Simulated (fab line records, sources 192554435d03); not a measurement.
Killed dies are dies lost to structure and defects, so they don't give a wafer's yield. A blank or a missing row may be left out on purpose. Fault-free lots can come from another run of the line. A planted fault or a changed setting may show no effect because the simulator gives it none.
What tool caused it? | flow n5-finfet | Sampling: 7 lots, 19 wafers, 6 of 1938 route steps

WHAT THE GAUGES SHOWED, per wafer
N5_BEOL_M4_RC_MEAS_101. Usual: DIBL_N 35.8 mV/V, standard deviation 1.6; DIBL_P 35.6 mV/V, standard deviation 2; IOFF_N 0.15 nA/um, standard deviation 0.031; IOFF_P 0.20 nA/um, standard deviation 0.033; ION_N 668 uA/um, standard deviation 12; ION_P 459 uA/um, standard deviation 6.8; SS_N 71.4 mV/dec, standard deviation 0.53; SS_P 73.1 mV/dec, standard deviation 0.63; VT_N 250 mV, standard deviation 3.5; VT_P -251 mV, standard deviation 3.
lot  | measured     | on        | DIBL_N (mV/V)  | DIBL_P (mV/V)  | IOFF_N (nA/um) | IOFF_P (nA/um) | ION_N (uA/um) | ION_P (uA/um) | SS_N (mV/dec)  | SS_P (mV/dec)  | VT_N (mV)   | VT_P (mV)      | flag
L465 | day 14 04:38 | prober-01 | 33.3 34.9 34.7 | 32.8 34.0 33.7 | 0.11 0.13 0.12 | 0.16 0.17 0.18 | 662 662 667   | 455 452 458   | 71.1 71.9 71.4 | 72.4 72.8 73.2 | 254 253 253 | -253 -253 -254 |
L466 | day 15 17:04 | prober-01 | 35.7 34.6 37.6 | 34.5 32.7 36.9 | 0.15 0.13 0.18 | 0.21 0.18 0.25 | 672 667 672   | 464 461 468   | 71.4 71.2 71.8 | 72.7 72.6 73.6 | 247 252 249 | -250 -251 -246 |
L469 | day 17 06:56 | prober-01 | 36.9 35.9 35.8 | 37.6 36.5 36.0 | 0.16 0.14 0.15 | 0.21 0.19 0.19 | 680 666 677   | 470 454 464   | 71.3 71.4 71.4 | 73.9 73.9 73.5 | 251 252 252 | -251 -253 -252 |
L474 | day 17 15:24 | prober-02 | 32.8 33.6 33.8 | 34.8 34.3 34.6 | 0.14 0.14 0.15 | 0.19 0.19 0.19 | 667 663 670   | 465 459 458   | 71.3 71.6 70.6 | 72.9 72.9 73.2 | 251 252 249 | -252 -251 -252 |
L473 | day 17 18:42 | prober-02 | 34.1 33.2 35.9 | 33.8 32.4 35.9 | 0.11 0.11 0.15 | 0.17 0.15 0.20 | 655 643 668   | 455 444 461   | 71.3 71.7 71.4 | 72.1 72.2 72.8 | 253 256 253 | -253 -256 -251 |
L480 | day 19 02:34 | prober-01 | 35.2 38.3      | 35.3 38.7      | 0.14 0.21      | 0.20 0.26      | 668 685       | 455 470       | 71.3 71.5      | 72.8 73.5      | 252 246     | -250 -245      |
L482 | day 19 04:44 | prober-01 | 35.8 38.9      | 35.5 38.6      | 0.14 0.19      | 0.20 0.24      | 659 670       | 462 460       | 70.8 71.8      | 73.3 73.6      | 252 248     | -251 -247      |

N5_BEOL_M15_RC_MEAS_101. Usual: COMB_M10 1.39e-11 S/m, standard deviation 2.9e-12; COMB_M11 1.31e-11 S/m, standard deviation 2.5e-12; COMB_M12 5.2e-12 S/m, standard deviation 1.3e-12; COMB_M13 4e-12 S/m, standard deviation 1.1e-12; COMB_M14 2.7e-12 S/m, standard deviation 8.4e-13; COMB_M15 1.7e-12 S/m, standard deviation 7.3e-13; COMB_M5 3.5e-11 S/m, standard deviation 8e-12; COMB_M6 2.4e-11 S/m, standard deviation 5.1e-12; COMB_M6_max_site 3.5e-11 S/m, standard deviation 8e-12; COMB_M7 2.5e-11 S/m, standard deviation 5e-12; COMB_M8 2.5e-11 S/m, standard deviation 5.1e-12; COMB_M9 1.5e-11 S/m, standard deviation 3.2e-12; SERP_M10 3.08 ohm/um, standard deviation 0.098; SERP_M11 3.12 ohm/um, standard deviation 0.081; SERP_M12 0.636 ohm/um, standard deviation 0.022; SERP_M13 0.311 ohm/um, standard deviation 0.0058; SERP_M14 0.161 ohm/um, standard deviation 0.0063; SERP_M5 39.3 ohm/um, standard deviation 1.6; SERP_M6 13.7 ohm/um, standard deviation 0.73; SERP_M7 14.0 ohm/um, standard deviation 0.52; SERP_M8 14.0 ohm/um, standard deviation 0.68; SERP_M9 3.12 ohm/um, standard deviation 0.09.
lot  | measured     | on        | COMB_M10 (S/m)             | COMB_M11 (S/m)             | COMB_M12 (S/m)          | COMB_M13 (S/m)          | COMB_M14 (S/m)          | COMB_M15 (S/m)          | COMB_M5 (S/m)           | COMB_M6 (S/m)           | COMB_M6_max_site (S/m)  | COMB_M7 (S/m)           | COMB_M8 (S/m)           | COMB_M9 (S/m)           | SERP_M10 (ohm/um) | SERP_M11 (ohm/um) | SERP_M12 (ohm/um) | SERP_M13 (ohm/um) | SERP_M14 (ohm/um) | SERP_M5 (ohm/um) | SERP_M6 (ohm/um) | SERP_M7 (ohm/um) | SERP_M8 (ohm/um) | SERP_M9 (ohm/um) | flag
L465 | day 17 21:17 | prober-02 | 1.16e-11 1.14e-11 1.59e-11 | 1.53e-11 1.43e-11 1.27e-11 | 4e-12 5.3e-12 4.4e-12   | 4.8e-12 3.5e-12 3.2e-12 | 2.9e-12 2.7e-12 2e-12   | 1.2e-12 1.2e-12 1.4e-12 | 2.4e-11 3.9e-11 4.4e-11 | 2.6e-11 3.7e-11 2.2e-11 | 3.3e-11 4.9e-11 4.5e-11 | 2.8e-11 2.1e-11 2.3e-11 | 2.5e-11 2.3e-11 2.5e-11 | 1.2e-11 1.1e-11 1.2e-11 | 3.25 3.25 3.03    | 3.13 3.04 3.27    | 0.646 0.677 0.641 | 0.308 0.305 0.307 | 0.173 0.157 0.171 | 39.3 38.6 39.2   | 13.6 13.8 13.7   | 14.1 13.3 13.6   | 13.3 13.7 13.8   | 3.05 3.07 3.12   |
L466 | day 19 11:43 | prober-01 | 1.47e-11 1.22e-11 1.29e-11 | 9.1e-12 1.54e-11 1.51e-11  | 4e-12 6.3e-12 5.3e-12   | 3.7e-12 4.4e-12 3.5e-12 | 4.4e-12 3.7e-12 4.1e-12 | 2.6e-12 2.4e-12 1.5e-12 | 3e-11 3.5e-11 4.1e-11   | 3e-11 2.5e-11 2e-11     | 4.4e-11 3.4e-11 3.2e-11 | 2.3e-11 3.2e-11 2.9e-11 | 2e-11 2.3e-11 2.9e-11   | 1.2e-11 1.2e-11 1.8e-11 | 2.98 3.06 3.09    | 3.16 3.19 3.06    | 0.626 0.631 0.617 | 0.316 0.324 0.316 | 0.162 0.170 0.155 | 39.4 37.5 39.5   | 14.5 12.7 13.5   | 14.3 13.9 14.0   | 13.9 13.3 14.2   | 3.17 3.16 3.00   |
L469 | day 21 15:22 | prober-02 | 1.26e-11 1.3e-11 1.65e-11  | 1.28e-11 1.25e-11 1.81e-11 | 6.1e-12 4.3e-12 4e-12   | 2.5e-12 3.9e-12 2.1e-12 | 2.1e-12 2.5e-12 9e-13   | 1e-12 1.1e-12 2e-12     | 4.7e-11 3.9e-11 3.1e-11 | 1.9e-11 1.8e-11 1.7e-11 | 2.6e-11 3.4e-11 2.6e-11 | 2.1e-11 2.6e-11 2.3e-11 | 2.8e-11 3.2e-11 2.4e-11 | 1.5e-11 1.1e-11 1.2e-11 | 3.19 3.11 3.19    | 3.06 3.23 3.03    | 0.652 0.646 0.633 | 0.315 0.314 0.315 | 0.152 0.158 0.155 | 40.0 41.4 41.6   | 13.7 14.2 12.9   | 14.1 13.8 13.9   | 13.9 15.0 12.5   | 3.24 3.01 3.13   |
L474 | day 22 05:52 | prober-02 | 1.23e-11 1.44e-11 1.45e-11 | 1.51e-11 1.36e-11 1.41e-11 | 3.4e-12 4.4e-12 3.9e-12 | 2.9e-12 2.4e-12 3.3e-12 | 2.6e-12 1.5e-12 2.2e-12 | 1.1e-12 7e-13 6e-13     | 2.9e-11 2.8e-11 4.2e-11 | 2.7e-11 3.3e-11 2.1e-11 | 4.1e-11 3.9e-11 3.2e-11 | 1.9e-11 2e-11 2.5e-11   | 2.1e-11 3.1e-11 2.8e-11 | 9e-12 1.5e-11 1.3e-11   | 3.19 3.22 3.00    | 3.13 3.02 3.22    | 0.601 0.591 0.615 | 0.319 0.311 0.320 | 0.153 0.159 0.158 | 38.7 39.1 37.9   | 13.8 12.9 13.5   | 13.7 14.3 13.9   | 15.1 14.7 15.1   | 2.95 3.17 3.15   |
L473 | day 22 01:37 | prober-02 | 1.26e-11 1.35e-11 8.1e-12  | 1.35e-11 1.04e-11 1.31e-11 | 6e-12 5.3e-12 6.8e-12   | 4.2e-12 3.6e-12 3.1e-12 | 3.2e-12 3.2e-12 1.8e-12 | 1.6e-12 9e-13 9e-13     | 3.3e-11 3.3e-11 2e-11   | 2.4e-11 1.8e-11 3.2e-11 | 3.5e-11 2.8e-11 3.9e-11 | 2.4e-11 2.8e-11 2.4e-11 | 2.5e-11 3.4e-11 2.6e-11 | 1e-11 1.3e-11 1.1e-11   | 3.04 3.22 3.25    | 3.08 3.13 3.07    | 0.618 0.630 0.612 | 0.306 0.317 0.313 | 0.157 0.164 0.164 | 38.6 38.5 35.5   | 12.4 12.3 12.9   | 13.7 13.7 13.2   | 14.3 14.2 13.5   | 3.03 3.17 3.08   |
L480 | day 23 09:12 | prober-01 | 1.05e-11 1.18e-11          | 1.44e-11 1.58e-11          | 5.4e-12 3.3e-12         | 5e-12 7.3e-12           | 3.9e-12 4e-12           | 1.7e-12 1.5e-12         | 3.6e-11 3.7e-11         | 6.2e-11 2e-11           | 1.04e-10 3.4e-11        | 3e-11 2.1e-11           | 1.6e-11 3.3e-11         | 1.4e-11 1e-11           | 3.10 3.00         | 3.23 3.17         | 0.616 0.641       | 0.305 0.301       | 0.173 0.157       | 41.0 39.6        | 12.6 13.7        | 14.4 13.5        | 13.4 14.7        | 3.10 3.05        | OFF
L482 | day 23 08:51 | prober-02 | 9.6e-12 1.52e-11           | 1.14e-11 1.02e-11          | 5.8e-12 4.8e-12         | 2.7e-12 1.9e-12         | 2.2e-12 2e-12           | 8e-13 2e-13             | 4.3e-11 2.4e-11         | 2.2e-11 8.6e-11         | 4.1e-11 1.76e-10        | 1.9e-11 1.6e-11         | 2.5e-11 2e-11           | 1.1e-11 1.3e-11         | 3.05 3.09         | 3.15 3.27         | 0.622 0.651       | 0.311 0.307       | 0.161 0.154       | 37.5 41.6        | 14.0 14.0        | 14.5 14.4        | 13.9 14.8        | 3.14 3.07        | OFF

TOOL THAT RAN EACH LOT (tool first, then ch and the chambers of the sampled wafers, then the start)
lot  | N5_BEOL_M6_STRIP_36                | N5_BEOL_M6_DEGAS_44          | N5_BEOL_M6_ALD_77                   | N5_BEOL_M6_SURFACE_TREAT_79
L465 | rie-diel-03 ch 1,3, day 14 19:31   | pvd-sputter-03, day 14 20:31 | ald-metal-04 ch 0,3, day 14 20:37   | pvd-sputter-01, day 14 20:58
L466 | rie-diel-06 ch 1,2,3, day 16 09:20 | pvd-sputter-02, day 16 10:25 | ald-metal-01 ch 0,1,2, day 16 10:35 | pvd-sputter-01, day 16 10:53
L469 | rie-diel-02 ch 0,2,3, day 18 10:03 | pvd-sputter-01, day 18 12:59 | ald-metal-02 ch 1,2,3, day 18 13:05 | pvd-sputter-03, day 18 13:22
L474 | rie-diel-03 ch 0,3, day 18 10:00   | pvd-sputter-03, day 18 12:55 | ald-metal-01 ch 0,2, day 18 13:02   | pvd-sputter-03, day 18 13:20
L473 | rie-diel-03 ch 2,3, day 18 17:11   | pvd-sputter-01, day 18 18:15 | ald-metal-01 ch 0,1,3, day 18 18:21 | pvd-sputter-03, day 18 18:49
L480 | rie-diel-03 ch 1,2, day 20 00:23   | pvd-sputter-03, day 20 01:11 | ald-metal-01 ch 2,3, day 20 01:17   | pvd-sputter-02, day 20 01:43
L482 | rie-diel-03 ch 0,1, day 20 02:05   | pvd-sputter-01, day 20 03:03 | ald-metal-01 ch 1,2, day 20 03:29   | pvd-sputter-02, day 20 03:56
- N5_BEOL_M6_STRIP_36: strips in N2/H2.
- N5_BEOL_M6_DEGAS_44: time 60 s.
- N5_BEOL_M6_ALD_77: deposits TaN, target thk 2 nm, pulse time 2 s, purge time 3 s.
- N5_BEOL_M6_SURFACE_TREAT_79

AS READ BY THE TOOLS THEMSELVES (means over the sampled wafers that have a number; for cases with no such wafer, the mark the record gives instead)
N5_BEOL_M6_STRIP_36. Usual: drypump-motor-current-A 5.8 A, standard deviation 0.42; h2-flow-sccm 200.1 sccm, standard deviation 0.57; n2-flow-sccm 200.1 sccm, standard deviation 0.63; oes-product-au 0.81 a.u., standard deviation 0.092; rf-vpp-V 59.4 V, standard deviation 1.5; showerhead-plenum-p-Torr 2.57 Torr, standard deviation 0.099; throttle-valve-pct 23.57 %, standard deviation 0.22.
lot  | tool        | drypump-motor-current-A (A) | h2-flow-sccm (sccm) | n2-flow-sccm (sccm) | oes-product-au (a.u.) | rf-vpp-V (V) | showerhead-plenum-p-Torr (Torr) | throttle-valve-pct (%) | flag
L465 | rie-diel-03 | 5.6                         | 199.9               | 200.4               | 0.81                  | 60.1         | 2.65                            | 23.33                  |
L466 | rie-diel-06 | 5.7                         | 200.0               | 199.9               | 0.75                  | 59.0         | 2.43                            | 23.91                  |
L469 | rie-diel-02 | 5.8                         | 199.9               | 199.4               | 0.79                  | 58.8         | 2.56                            | 23.68                  |
L474 | rie-diel-03 | 6.1                         | 199.8               | 199.7               | 0.74                  | 60.1         | 2.55                            | 23.66                  |
L473 | rie-diel-03 | 6.0                         | 199.5               | 200.1               | 0.89                  | 59.8         | 2.69                            | 23.44                  |
L480 | rie-diel-03 | 5.7                         | 200.3               | 200.4               | 0.94                  | 59.6         | 2.65                            | 23.23                  |
L482 | rie-diel-03 | 5.8                         | 200.8               | 200.2               | 0.82                  | 59.5         | 2.54                            | 23.40                  |

N5_BEOL_M6_DEGAS_44. Usual: heater-power-w reads 333 W (standard deviation 30).
lot  | tool           | heater-power-w (W) | flag
L465 | pvd-sputter-03 | 347                |
L466 | pvd-sputter-02 | 342                |
L469 | pvd-sputter-01 | 339                |
L474 | pvd-sputter-03 | 313                |
L473 | pvd-sputter-01 | 320                |
L480 | pvd-sputter-03 | 312                |
L482 | pvd-sputter-01 | 344                |

N5_BEOL_M6_ALD_77. Usual: heater-power-outer-w 221 W, standard deviation 19; heater-power-w 397 W, standard deviation 31; mfc-carrier-sccm 1500 sccm, standard deviation 3.9.
lot  | tool         | heater-power-outer-w (W) | heater-power-w (W) | mfc-carrier-sccm (sccm) | flag
L465 | ald-metal-04 | 205                      | 349                | 1498                    |
L466 | ald-metal-01 | 228                      | 413                | 1500                    |
L469 | ald-metal-02 | 212                      | 405                | 1499                    |
L474 | ald-metal-01 | 234                      | 418                | 1502                    |
L473 | ald-metal-01 | 224                      | 413                | 1501                    |
L480 | ald-metal-01 | 232                      | 434                | 1502                    |
L482 | ald-metal-01 | 229                      | 410                | 1501                    |

THE ANSWER, worked out from the rows above alone
Rule: take the mean of a lot's wafers that have a number; if it is more than 3 standard deviations from the usual mean, the lot is off. A lot without any number at a reading at which 4 lots or more have one is off too. Where the step has rows for the other lots, those lots are counted as sound. The gauges are gone through in route order, then the tools' own readings, and for those a lot's mean is taken as printed above. The first step at which some lot is off is used, and at that step the reading that is off furthest; a lot without a number counts as furthest.
Off: at N5_BEOL_M15_RC_MEAS_101 (COMB_M6_max_site), L480, L482.
If a tool, at a process step before that reading, ran all the lots that are off and no sound lot after the first of them, it fits. Those tools and the gauges at N5_BEOL_M15_RC_MEAS_101 are tried in the same way. Can't be told from this: 3 tools fit, rie-diel-03 at N5_BEOL_M6_STRIP_36, ald-metal-01 at N5_BEOL_M6_ALD_77, pvd-sputter-02 at N5_BEOL_M6_SURFACE_TREAT_79.

WHAT WAS PUT IN BY THE SIMULATOR
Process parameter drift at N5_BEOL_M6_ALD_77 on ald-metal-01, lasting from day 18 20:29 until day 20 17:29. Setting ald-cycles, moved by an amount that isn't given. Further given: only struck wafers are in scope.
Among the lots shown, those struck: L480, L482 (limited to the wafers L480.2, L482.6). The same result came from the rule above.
